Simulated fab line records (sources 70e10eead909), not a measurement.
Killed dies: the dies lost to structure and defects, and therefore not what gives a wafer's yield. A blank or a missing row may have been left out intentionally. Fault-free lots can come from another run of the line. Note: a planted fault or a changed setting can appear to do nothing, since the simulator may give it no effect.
fab line records / flow nand-harc / part 2 of 2: steps 27 to 35 of 35
[record] lots = 5 wafers = 15 last-day = 30
route steps=1302 shown P_GATE@199 P_CONTACT@217
lots with no fault: from the same line, run without faults
start-h: start of the lot's first displayed wafer, in hours after the record's first day / wait-h: hours since the lot's step before / " as in the row above / L1.1+2: a row that stands for several wafers / - value missing, or start not given / * or withheld: withheld / < > ~ a bound
route shown NAME@n: a module of which the file shows steps, and the number in the route of the first / usual: mean/standard deviation taken from wafers without a fault / same: alike in all rows / chamber/n: place in a boat / sites: the reading at each site / _std_site: the standard deviation of these / _edge_site: inner sites' mean taken away from outer sites' mean / radius-mm: how far each site lies from the wafer's centre / mask NAME#n: copy n / behind: the last tool/chamber to shape the wafer / hold: reason for holding the lot/hours on hold/outcome of the hold / device: whichever transistor did not switch (one of n, p or np) / end of line: the same wafers' tests at the end of the route / step lacking rows: just its recipe / killed: dies that structure and defects cost at the first sort, which is not the same as the wafer's yield / map: shows each die of a wafer: x if killed, . if not, _ if none is there
set.NAME: the setting the step ran with; set.NAME@STEP: the setting that earlier step ran with / model.NAME: the simulator's own value behind a step, which no gauge read
certain route steps with their lots: each step a table, each wafer a row
services: a tool's chamber out of use, with start hour (start-h, from the record's first day; less than 0 if before it), hours out, and reason
[[steps]]
[step NHARC_P_CONTACT_COAT_06]
[recipe] spin-rpm = 1500 resist-thk-nm = 90
[usual] resist-line-temp-C = 23.01/0.097
lot.wafer=L075.1 tool=litho-track-06 chamber=0 start-h=- wait-h=- resist-line-temp-C=22.85
lot.wafer=L075.2 tool=litho-track-06 chamber=0 start-h=- wait-h=- resist-line-temp-C=22.98
lot.wafer=L075.6 tool=litho-track-06 chamber=0 start-h=- wait-h=- resist-line-temp-C=22.82
lot.wafer=L076.1 tool=litho-track-01 chamber=0 start-h=- wait-h=- resist-line-temp-C=23.10
lot.wafer=L076.2 tool=litho-track-01 chamber=0 start-h=- wait-h=- resist-line-temp-C=22.81
lot.wafer=L076.6 tool=litho-track-01 chamber=0 start-h=- wait-h=- resist-line-temp-C=22.98
lot.wafer=L081.1 tool=litho-track-06 chamber=0 start-h=- wait-h=- resist-line-temp-C=23.14
lot.wafer=L081.4 tool=litho-track-06 chamber=0 start-h=- wait-h=- resist-line-temp-C=23.07
lot.wafer=L081.5 tool=litho-track-06 chamber=0 start-h=- wait-h=- resist-line-temp-C=23.01
lot.wafer=L082.3 tool=litho-track-01 chamber=0 start-h=- wait-h=- resist-line-temp-C=22.88
lot.wafer=L082.4 tool=litho-track-01 chamber=0 start-h=- wait-h=- resist-line-temp-C=23.11
lot.wafer=L082.6 tool=litho-track-01 chamber=0 start-h=- wait-h=- resist-line-temp-C=22.95
lot.wafer=L090.2 tool=litho-track-06 chamber=0 start-h=- wait-h=- resist-line-temp-C=23.11
lot.wafer=L090.3 tool=litho-track-06 chamber=0 start-h=- wait-h=- resist-line-temp-C=22.95
lot.wafer=L090.6 tool=litho-track-06 chamber=0 start-h=- wait-h=- resist-line-temp-C=22.95
[step NHARC_P_CONTACT_SOFTBAKE_07]
[recipe] temp-c = 105 time-s = 55
[usual] plate-temp-C = 105.00/0.13 resist-line-temp-C = 23.02/0.11
lot.wafer=L075.1 tool=litho-track-06 chamber=0 start-h=- wait-h=- plate-temp-C=104.92 resist-line-temp-C=22.89
lot.wafer=L075.2 tool=litho-track-06 chamber=0 start-h=- wait-h=- plate-temp-C=104.79 resist-line-temp-C=22.83
lot.wafer=L075.6 tool=litho-track-06 chamber=0 start-h=- wait-h=- plate-temp-C=104.77 resist-line-temp-C=22.94
lot.wafer=L076.1 tool=litho-track-01 chamber=0 start-h=- wait-h=- plate-temp-C=104.93 resist-line-temp-C=23.24
lot.wafer=L076.2 tool=litho-track-01 chamber=0 start-h=- wait-h=- plate-temp-C=104.80 resist-line-temp-C=23.07
lot.wafer=L076.6 tool=litho-track-01 chamber=0 start-h=- wait-h=- plate-temp-C=104.95 resist-line-temp-C=23.16
lot.wafer=L081.1 tool=litho-track-06 chamber=0 start-h=- wait-h=- plate-temp-C=105.09 resist-line-temp-C=23.04
lot.wafer=L081.4 tool=litho-track-06 chamber=0 start-h=- wait-h=- plate-temp-C=105.19 resist-line-temp-C=23.00
lot.wafer=L081.5 tool=litho-track-06 chamber=0 start-h=- wait-h=- plate-temp-C=104.99 resist-line-temp-C=22.98
lot.wafer=L082.3 tool=litho-track-01 chamber=0 start-h=- wait-h=- plate-temp-C=104.85 resist-line-temp-C=23.03
lot.wafer=L082.4 tool=litho-track-01 chamber=0 start-h=- wait-h=- plate-temp-C=104.83 resist-line-temp-C=22.79
lot.wafer=L082.6 tool=litho-track-01 chamber=0 start-h=- wait-h=- plate-temp-C=105.09 resist-line-temp-C=22.89
lot.wafer=L090.2 tool=litho-track-06 chamber=0 start-h=- wait-h=- plate-temp-C=105.04 resist-line-temp-C=23.01
lot.wafer=L090.3 tool=litho-track-06 chamber=0 start-h=- wait-h=- plate-temp-C=104.94 resist-line-temp-C=22.96
lot.wafer=L090.6 tool=litho-track-06 chamber=0 start-h=- wait-h=- plate-temp-C=104.88 resist-line-temp-C=22.96
[step NHARC_P_CONTACT_EBR_08]
[usual] resist-line-temp-C = 22.97/0.11
lot.wafer=L075.1 tool=litho-track-06 chamber=0 start-h=- wait-h=- resist-line-temp-C=23.11
lot.wafer=L075.2 tool=litho-track-06 chamber=0 start-h=- wait-h=- resist-line-temp-C=23.02
lot.wafer=L075.6 tool=litho-track-06 chamber=0 start-h=- wait-h=- resist-line-temp-C=23.07
lot.wafer=L076.1 tool=litho-track-01 chamber=0 start-h=- wait-h=- resist-line-temp-C=22.85
lot.wafer=L076.2 tool=litho-track-01 chamber=0 start-h=- wait-h=- resist-line-temp-C=22.67
lot.wafer=L076.6 tool=litho-track-01 chamber=0 start-h=- wait-h=- resist-line-temp-C=22.95
lot.wafer=L081.1 tool=litho-track-06 chamber=0 start-h=- wait-h=- resist-line-temp-C=22.99
lot.wafer=L081.4 tool=litho-track-06 chamber=0 start-h=- wait-h=- resist-line-temp-C=22.95
lot.wafer=L081.5 tool=litho-track-06 chamber=0 start-h=- wait-h=- resist-line-temp-C=23.06
lot.wafer=L082.3 tool=litho-track-01 chamber=0 start-h=- wait-h=- resist-line-temp-C=22.90
lot.wafer=L082.4 tool=litho-track-01 chamber=0 start-h=- wait-h=- resist-line-temp-C=22.88
lot.wafer=L082.6 tool=litho-track-01 chamber=0 start-h=- wait-h=- resist-line-temp-C=22.70
lot.wafer=L090.2 tool=litho-track-06 chamber=0 start-h=- wait-h=- resist-line-temp-C=22.82
lot.wafer=L090.3 tool=litho-track-06 chamber=0 start-h=- wait-h=- resist-line-temp-C=22.95
lot.wafer=L090.6 tool=litho-track-06 chamber=0 start-h=- wait-h=- resist-line-temp-C=22.91
[step NHARC_P_CONTACT_EXPOSE_09]
[recipe] na = 1.35 target-cd-nm = 90 dose-mj = 81.26 mask-id = P_CA
[usual] stage-vel-mm-s = 499.98/0.26
lot.wafer=L075.1 tool=arfi-scanner-01 chamber=0 start-h=125.52 wait-h=- mask=P_CA#0 stage-vel-mm-s=499.90
lot.wafer=L075.2 tool=arfi-scanner-01 chamber=0 start-h=125.52 wait-h=- mask=P_CA#0 stage-vel-mm-s=500.08
lot.wafer=L075.6 tool=arfi-scanner-01 chamber=0 start-h=125.52 wait-h=- mask=P_CA#0 stage-vel-mm-s=500.01
lot.wafer=L076.1 tool=arfi-scanner-02 chamber=0 start-h=141.20 wait-h=- mask=P_CA#0 stage-vel-mm-s=499.01
lot.wafer=L076.2 tool=arfi-scanner-02 chamber=0 start-h=141.20 wait-h=- mask=P_CA#0 stage-vel-mm-s=499.86
lot.wafer=L076.6 tool=arfi-scanner-02 chamber=0 start-h=141.20 wait-h=- mask=P_CA#0 stage-vel-mm-s=499.83
lot.wafer=L081.1 tool=arfi-scanner-03 chamber=0 start-h=187.73 wait-h=- mask=P_CA#0 stage-vel-mm-s=499.49
lot.wafer=L081.4 tool=arfi-scanner-03 chamber=0 start-h=187.73 wait-h=- mask=P_CA#0 stage-vel-mm-s=499.72
lot.wafer=L081.5 tool=arfi-scanner-03 chamber=0 start-h=187.73 wait-h=- mask=P_CA#0 stage-vel-mm-s=499.49
lot.wafer=L082.3 tool=arfi-scanner-02 chamber=0 start-h=200.69 wait-h=- mask=P_CA#0 stage-vel-mm-s=500.16
lot.wafer=L082.4 tool=arfi-scanner-02 chamber=0 start-h=200.69 wait-h=- mask=P_CA#0 stage-vel-mm-s=500.40
lot.wafer=L082.6 tool=arfi-scanner-02 chamber=0 start-h=200.69 wait-h=- mask=P_CA#0 stage-vel-mm-s=500.12
lot.wafer=L090.2 tool=arfi-scanner-02 chamber=0 start-h=278.12 wait-h=- mask=P_CA#0 stage-vel-mm-s=499.86
lot.wafer=L090.3 tool=arfi-scanner-02 chamber=0 start-h=278.12 wait-h=- mask=P_CA#0 stage-vel-mm-s=499.77
lot.wafer=L090.6 tool=arfi-scanner-02 chamber=0 start-h=278.12 wait-h=- mask=P_CA#0 stage-vel-mm-s=500.55
[step NHARC_P_CONTACT_PEB_10]
[recipe] peb-temp-c = 100 peb-time-s = 65
[usual] plate-temp-C = 100.04/0.12 resist-line-temp-C = 23.01/0.11
[same] peb-time-s = 65
lot.wafer=L075.1 tool=litho-track-01 chamber=0 start-h=125.58 wait-h=0.1 plate-temp-C=100.11 resist-line-temp-C=22.93
lot.wafer=L075.2 tool=litho-track-01 chamber=0 start-h=125.58 wait-h=0.1 plate-temp-C=100.24 resist-line-temp-C=23.01
lot.wafer=L075.6 tool=litho-track-01 chamber=0 start-h=125.58 wait-h=0.1 plate-temp-C=100.33 resist-line-temp-C=22.95
lot.wafer=L076.1 tool=litho-track-06 chamber=0 start-h=141.26 wait-h=0.1 plate-temp-C=99.98 resist-line-temp-C=22.99
lot.wafer=L076.2 tool=litho-track-06 chamber=0 start-h=141.26 wait-h=0.1 plate-temp-C=100.03 resist-line-temp-C=23.07
lot.wafer=L076.6 tool=litho-track-06 chamber=0 start-h=141.26 wait-h=0.1 plate-temp-C=99.93 resist-line-temp-C=22.96
lot.wafer=L081.1 tool=litho-track-06 chamber=0 start-h=187.79 wait-h=0.1 plate-temp-C=100.17 resist-line-temp-C=22.92
lot.wafer=L081.4 tool=litho-track-06 chamber=0 start-h=187.79 wait-h=0.1 plate-temp-C=99.99 resist-line-temp-C=23.05
lot.wafer=L081.5 tool=litho-track-06 chamber=0 start-h=187.79 wait-h=0.1 plate-temp-C=100.16 resist-line-temp-C=23.05
lot.wafer=L082.3 tool=litho-track-06 chamber=0 start-h=200.75 wait-h=0.1 plate-temp-C=100.00 resist-line-temp-C=23.10
lot.wafer=L082.4 tool=litho-track-06 chamber=0 start-h=200.75 wait-h=0.1 plate-temp-C=100.15 resist-line-temp-C=22.80
lot.wafer=L082.6 tool=litho-track-06 chamber=0 start-h=200.75 wait-h=0.1 plate-temp-C=100.02 resist-line-temp-C=22.86
lot.wafer=L090.2 tool=litho-track-06 chamber=0 start-h=278.18 wait-h=0.1 plate-temp-C=100.13 resist-line-temp-C=23.01
lot.wafer=L090.3 tool=litho-track-06 chamber=0 start-h=278.18 wait-h=0.1 plate-temp-C=99.98 resist-line-temp-C=23.23
lot.wafer=L090.6 tool=litho-track-06 chamber=0 start-h=278.18 wait-h=0.1 plate-temp-C=100.05 resist-line-temp-C=23.06
[step NHARC_P_CONTACT_DEVELOP_11]
[recipe] develop-time-s = 35 dev-temp-c = 23
[usual] resist-line-temp-C = 23.00/0.12
lot.wafer=L075.1 tool=litho-track-01 chamber=0 start-h=- wait-h=- resist-line-temp-C=22.95
lot.wafer=L075.2 tool=litho-track-01 chamber=0 start-h=- wait-h=- resist-line-temp-C=22.96
lot.wafer=L075.6 tool=litho-track-01 chamber=0 start-h=- wait-h=- resist-line-temp-C=22.97
lot.wafer=L076.1 tool=litho-track-06 chamber=0 start-h=- wait-h=- resist-line-temp-C=23.05
lot.wafer=L076.2 tool=litho-track-06 chamber=0 start-h=- wait-h=- resist-line-temp-C=23.26
lot.wafer=L076.6 tool=litho-track-06 chamber=0 start-h=- wait-h=- resist-line-temp-C=23.16
lot.wafer=L081.1 tool=litho-track-06 chamber=0 start-h=- wait-h=- resist-line-temp-C=22.93
lot.wafer=L081.4 tool=litho-track-06 chamber=0 start-h=- wait-h=- resist-line-temp-C=23.09
lot.wafer=L081.5 tool=litho-track-06 chamber=0 start-h=- wait-h=- resist-line-temp-C=23.01
lot.wafer=L082.3 tool=litho-track-06 chamber=0 start-h=- wait-h=- resist-line-temp-C=22.84
lot.wafer=L082.4 tool=litho-track-06 chamber=0 start-h=- wait-h=- resist-line-temp-C=22.97
lot.wafer=L082.6 tool=litho-track-06 chamber=0 start-h=- wait-h=- resist-line-temp-C=23.04
lot.wafer=L090.2 tool=litho-track-06 chamber=0 start-h=- wait-h=- resist-line-temp-C=22.98
lot.wafer=L090.3 tool=litho-track-06 chamber=0 start-h=- wait-h=- resist-line-temp-C=22.97
lot.wafer=L090.6 tool=litho-track-06 chamber=0 start-h=- wait-h=- resist-line-temp-C=22.97
[step NHARC_P_CONTACT_CD_MEAS_12]
[recipe] target-cd-nm = 90 landing-energy-ev = 500
[usual] cd-nm = 89.8/0.94
lot.wafer=L075.1 tool=cd-sem-02 chamber=0 start-h=125.66 wait-h=- cd-nm=89.9
lot.wafer=L075.2 tool=cd-sem-02 chamber=0 start-h=125.66 wait-h=- cd-nm=91.1
lot.wafer=L075.6 tool=cd-sem-02 chamber=0 start-h=125.66 wait-h=- cd-nm=90.9
lot.wafer=L076.1 tool=cd-sem-02 chamber=0 start-h=141.34 wait-h=- cd-nm=88.3
lot.wafer=L076.2 tool=cd-sem-02 chamber=0 start-h=141.34 wait-h=- cd-nm=89.7
lot.wafer=L076.6 tool=cd-sem-02 chamber=0 start-h=141.34 wait-h=- cd-nm=89.9
lot.wafer=L081.1 tool=cd-sem-01 chamber=0 start-h=187.87 wait-h=- cd-nm=89.6
lot.wafer=L081.4 tool=cd-sem-01 chamber=0 start-h=187.87 wait-h=- cd-nm=88.3
lot.wafer=L081.5 tool=cd-sem-01 chamber=0 start-h=187.87 wait-h=- cd-nm=89.9
lot.wafer=L082.3 tool=cd-sem-01 chamber=0 start-h=200.83 wait-h=- cd-nm=89.5
lot.wafer=L082.4 tool=cd-sem-01 chamber=0 start-h=200.83 wait-h=- cd-nm=89.4
lot.wafer=L082.6 tool=cd-sem-01 chamber=0 start-h=200.83 wait-h=- cd-nm=89.8
lot.wafer=L090.2 tool=cd-sem-03 chamber=0 start-h=278.26 wait-h=- cd-nm=89.5
lot.wafer=L090.3 tool=cd-sem-03 chamber=0 start-h=278.26 wait-h=- cd-nm=90.0
lot.wafer=L090.6 tool=cd-sem-03 chamber=0 start-h=278.26 wait-h=- cd-nm=88.5
[step NHARC_P_CONTACT_OVL_MEAS_13]
[usual] overlay-x-nm = -0.2/0.73 overlay-y-nm = -0.1/0.72
lot.wafer=L075.1 tool=overlay-01 chamber=- start-h=125.75 wait-h=- overlay-x-nm=-0.2 overlay-y-nm=-0.2
lot.wafer=L075.2 tool=overlay-01 chamber=- start-h=125.75 wait-h=- overlay-x-nm=-0.4 overlay-y-nm=-0.3
lot.wafer=L075.6 tool=overlay-01 chamber=- start-h=125.75 wait-h=- overlay-x-nm=-0.6 overlay-y-nm=0.2
lot.wafer=L076.1 tool=overlay-02 chamber=- start-h=141.43 wait-h=- overlay-x-nm=-0.5 overlay-y-nm=-0.1
lot.wafer=L076.2 tool=overlay-02 chamber=- start-h=141.43 wait-h=- overlay-x-nm=-0.1 overlay-y-nm=-0.6
lot.wafer=L076.6 tool=overlay-02 chamber=- start-h=141.43 wait-h=- overlay-x-nm=-0.7 overlay-y-nm=-0.2
lot.wafer=L081.1 tool=overlay-01 chamber=- start-h=187.96 wait-h=- overlay-x-nm=-0.1 overlay-y-nm=-0.8
lot.wafer=L081.4 tool=overlay-01 chamber=- start-h=187.96 wait-h=- overlay-x-nm=-0.4 overlay-y-nm=-1.4
lot.wafer=L081.5 tool=overlay-01 chamber=- start-h=187.96 wait-h=- overlay-x-nm=0.0 overlay-y-nm=-0.9
lot.wafer=L082.3 tool=overlay-02 chamber=- start-h=200.91 wait-h=- overlay-x-nm=-0.5 overlay-y-nm=-0.5
lot.wafer=L082.4 tool=overlay-02 chamber=- start-h=200.91 wait-h=- overlay-x-nm=-0.7 overlay-y-nm=-0.5
lot.wafer=L082.6 tool=overlay-02 chamber=- start-h=200.91 wait-h=- overlay-x-nm=-0.4 overlay-y-nm=-0.6
lot.wafer=L090.2 tool=overlay-02 chamber=- start-h=278.34 wait-h=- overlay-x-nm=0.6 overlay-y-nm=0.3
lot.wafer=L090.3 tool=overlay-02 chamber=- start-h=278.34 wait-h=- overlay-x-nm=-0.2 overlay-y-nm=0.6
lot.wafer=L090.6 tool=overlay-02 chamber=- start-h=278.34 wait-h=- overlay-x-nm=0.4 overlay-y-nm=0.6
[step NHARC_P_CONTACT_INSPECT_14]
[usual] raw-defect-count = 4.2/2.3
lot.wafer=L075.1 tool=defect-inspect-02 chamber=- start-h=125.79 wait-h=0.0 raw-defect-count=2
lot.wafer=L075.2 tool=defect-inspect-02 chamber=- start-h=125.79 wait-h=0.0 raw-defect-count=7
lot.wafer=L075.6 tool=defect-inspect-02 chamber=- start-h=125.79 wait-h=0.0 raw-defect-count=6
lot.wafer=L076.1 tool=defect-inspect-02 chamber=- start-h=141.46 wait-h=0.0 raw-defect-count=6
lot.wafer=L076.2 tool=defect-inspect-02 chamber=- start-h=141.46 wait-h=0.0 raw-defect-count=5
lot.wafer=L076.6 tool=defect-inspect-02 chamber=- start-h=141.46 wait-h=0.0 raw-defect-count=4
lot.wafer=L081.1 tool=defect-inspect-02 chamber=- start-h=187.99 wait-h=0.0 raw-defect-count=3
lot.wafer=L081.4 tool=defect-inspect-02 chamber=- start-h=187.99 wait-h=0.0 raw-defect-count=3
lot.wafer=L081.5 tool=defect-inspect-02 chamber=- start-h=187.99 wait-h=0.0 raw-defect-count=5
lot.wafer=L082.3 tool=defect-inspect-01 chamber=- start-h=200.95 wait-h=0.0 raw-defect-count=2
lot.wafer=L082.4 tool=defect-inspect-01 chamber=- start-h=200.95 wait-h=0.0 raw-defect-count=5
lot.wafer=L082.6 tool=defect-inspect-01 chamber=- start-h=200.95 wait-h=0.0 raw-defect-count=5
lot.wafer=L090.2 tool=defect-inspect-01 chamber=- start-h=278.38 wait-h=0.0 raw-defect-count=6
lot.wafer=L090.3 tool=defect-inspect-01 chamber=- start-h=278.38 wait-h=0.0 raw-defect-count=6
lot.wafer=L090.6 tool=defect-inspect-01 chamber=- start-h=278.38 wait-h=0.0 raw-defect-count=2
[[services]]
tool=litho-track-03 chamber=- start-h=100.00 hours=7.0 kind=pm
tool=cmp-03 chamber=- start-h=103.33 hours=2.3 kind=repair
tool=pvd-sputter-02 chamber=- start-h=104.00 hours=10.0 kind=pm
tool=cmp-03 chamber=- start-h=112.09 hours=0.4 kind=repair
tool=pecvd-02 chamber=- start-h=121.38 hours=14.6 kind=repair
tool=wet-bench-04 chamber=- start-h=123.15 hours=3.4 kind=repair
tool=arfi-scanner-02 chamber=- start-h=134.85 hours=0.9 kind=repair
tool=litho-track-01 chamber=- start-h=155.00 hours=7.0 kind=pm
tool=arfi-scanner-02 chamber=- start-h=157.19 hours=5.7 kind=repair
tool=cmp-03 chamber=- start-h=162.00 hours=4.0 kind=pm
tool=plasma-asher-01 chamber=- start-h=165.14 hours=9.0 kind=pm
tool=wet-bench-09 chamber=- start-h=176.80 hours=8.0 kind=pm
tool=litho-track-06 chamber=- start-h=179.00 hours=7.0 kind=pm
tool=pvd-sputter-01 chamber=- start-h=205.66 hours=10.1 kind=repair
tool=wet-bench-03 chamber=- start-h=210.40 hours=8.0 kind=pm
tool=implanter-01 chamber=- start-h=213.54 hours=4.9 kind=repair
tool=rie-diel-02 chamber=- start-h=216.70 hours=9.0 kind=pm
tool=pvd-sputter-01 chamber=- start-h=226.00 hours=10.0 kind=pm
tool=pecvd-02 chamber=- start-h=227.03 hours=13.0 kind=pm
tool=wet-bench-04 chamber=- start-h=227.30 hours=8.0 kind=pm
tool=litho-track-07 chamber=- start-h=251.00 hours=7.0 kind=pm
tool=pecvd-02 chamber=0 start-h=252.26 hours=7.8 kind=repair
tool=wet-bench-04 chamber=- start-h=255.08 hours=1.7 kind=repair
tool=pecvd-04 chamber=- start-h=269.00 hours=13.0 kind=pm
